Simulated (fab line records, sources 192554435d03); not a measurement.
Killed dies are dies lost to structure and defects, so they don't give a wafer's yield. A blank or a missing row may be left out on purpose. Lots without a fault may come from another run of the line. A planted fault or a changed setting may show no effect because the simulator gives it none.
Split-lot experiment | flow n5_finfet | 7 lots, 21 wafers read, on a route of 1938 steps

THE SPLIT
At N5_MIM_TOP_LITHO_EXPOSE_05 (exposes mask MIM TOP, target cd 2000 nm), the setting dose_mj was moved away from the recipe's 20.5 on 8 of the 21 wafers read, by -5.8% to +6.1%. The other wafers ran this setting at the recipe's value.

FROM THE SPLIT TO THE READING: what the file shows between them, 3 steps
- N5_MIM_TOP_LITHO_PEB_06
- N5_MIM_TOP_LITHO_DEVELOP_07: develop time 60 s
- N5_MIM_TOP_LITHO_HARDBAKE_09: time 120 s

THE READING
cd_nm, in nm, at N5_MIM_TOP_LITHO_CD_MEAS_08 (target cd 2000 nm). Fault-free wafers of this fab line usually give 2000.3 nm, standard deviation 1.3 nm.

wafer  | tool, chamber at the split | dose_mj as run | against the recipe | cd_nm, nm | against lot-mates on the recipe
L074.2 | krf_scanner-02, 0          | 21.76          | +6.1%              | 1992.0    | -10.5
L074.3 | krf_scanner-02, 0          | 20.5           | recipe             | 2002.5    | -
L074.6 | krf_scanner-02, 0          | 21.76          | +6.1%              | 1991.4    | -11.1
L081.3 | krf_scanner-01, 0          | 19.89          | -3.0%              | 2005.4    | +6.9
L081.4 | krf_scanner-01, 0          | 20.5           | recipe             | 1998.5    | -
L081.6 | krf_scanner-01, 0          | 19.89          | -3.0%              | 2006.3    | +7.8
L084.1 | krf_scanner-02, 0          | 20.5           | recipe             | 2000.5    | -
L084.3 | krf_scanner-02, 0          | 20.5           | recipe             | 1999.6    | -
L084.4 | krf_scanner-02, 0          | 20.5           | recipe             | 1999.6    | -
L087.1 | krf_scanner-02, 0          | 19.87          | -3.1%              | 2005.4    | +4.7
L087.2 | krf_scanner-02, 0          | 20.5           | recipe             | 2001.2    | -
L087.5 | krf_scanner-02, 0          | 20.5           | recipe             | 2000.3    | -
L093.2 | krf_scanner-02, 0          | 20.5           | recipe             | 2002.3    | -
L093.3 | krf_scanner-02, 0          | 20.5           | recipe             | 2002.6    | -
L093.4 | krf_scanner-02, 0          | 20.5           | recipe             | 2002.3    | -
L090.2 | krf_scanner-02, 0          | 20.5           | recipe             | 2001.4    | -
L090.5 | krf_scanner-02, 0          | 21.04          | +2.6%              | 1996.6    | -4.9
L090.6 | krf_scanner-02, 0          | 20.5           | recipe             | 2001.6    | -
L091.1 | krf_scanner-01, 0          | 19.32          | -5.8%              | 2012.1    | +13.4
L091.3 | krf_scanner-01, 0          | 20.5           | recipe             | 1998.7    | -
L091.6 | krf_scanner-01, 0          | 19.32          | -5.8%              | 2013.0    | +14.3

THE FIT
A straight line over all 21 wafers: cd_nm changes by -1.71 nm for each +1% of dose_mj; r = -0.97; the points scatter about the line by 1.4 nm.
The same after taking each lot's own level away (the mean of its wafers on the recipe; 21 wafers): -2.05 nm for each +1%; r = -0.99; scatter 1 nm.
On that fit, the largest move of dose_mj shifts the reading by 13 nm.
The lots' own levels span 1998.50 to 2002.50 nm, that is 3.1 times the standard deviation above.
So the lot-to-lot level changes the slope: the two fits differ.
Check: with one of the wafers moved furthest among these (+6.1%) left out of the fit, the line predicts -12.8 nm for it against its lot-mates. It came out at -10.5 nm against them.

OTHER SPLITS ON THESE WAFERS
These wafers also went through other splits before the reading. Each is held against what the fit with the lots' levels taken away leaves over:
other split on the same wafers    | wafers away from the commonest value | r with cd_nm (lot level and that fit taken away)
N5_BEOL_M14_TRENCH_ETCH_34 time_s | 10                                   | +0.24
N5_BEOL_M14_SPUTTER_45 power_w    | 10                                   | +0.23
N5_BEOL_M15_COAT_22 spin_rpm      | 4                                    | +0.16
N5_BEOL_M15_PEB_26 peb_temp_c     | 9                                    | -0.41

THE WHOLE CHAIN: every reading that the file lists as answering this split, in the file's order
step                        | what it does             | reading                                                              | change (the file's fit)              | r (the file's)
N5_MIM_TOP_LITHO_CD_MEAS_08 | target cd 2000 nm        | cd_nm                                                                | -2.03 nm for each +1% of the setting | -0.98
N5_MIM_TOP_LITHO_DESCUM_10  | chemistry O2, time 7.9 s | MIM_TOP_LITHO.cd_nm (the simulator's own value, which no gauge read) | -2.01 nm for each +1% of the setting | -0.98

THE FILE'S OWN FIT
cd_nm changes by -2.03 nm for each +1% of dose_mj, r = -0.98.
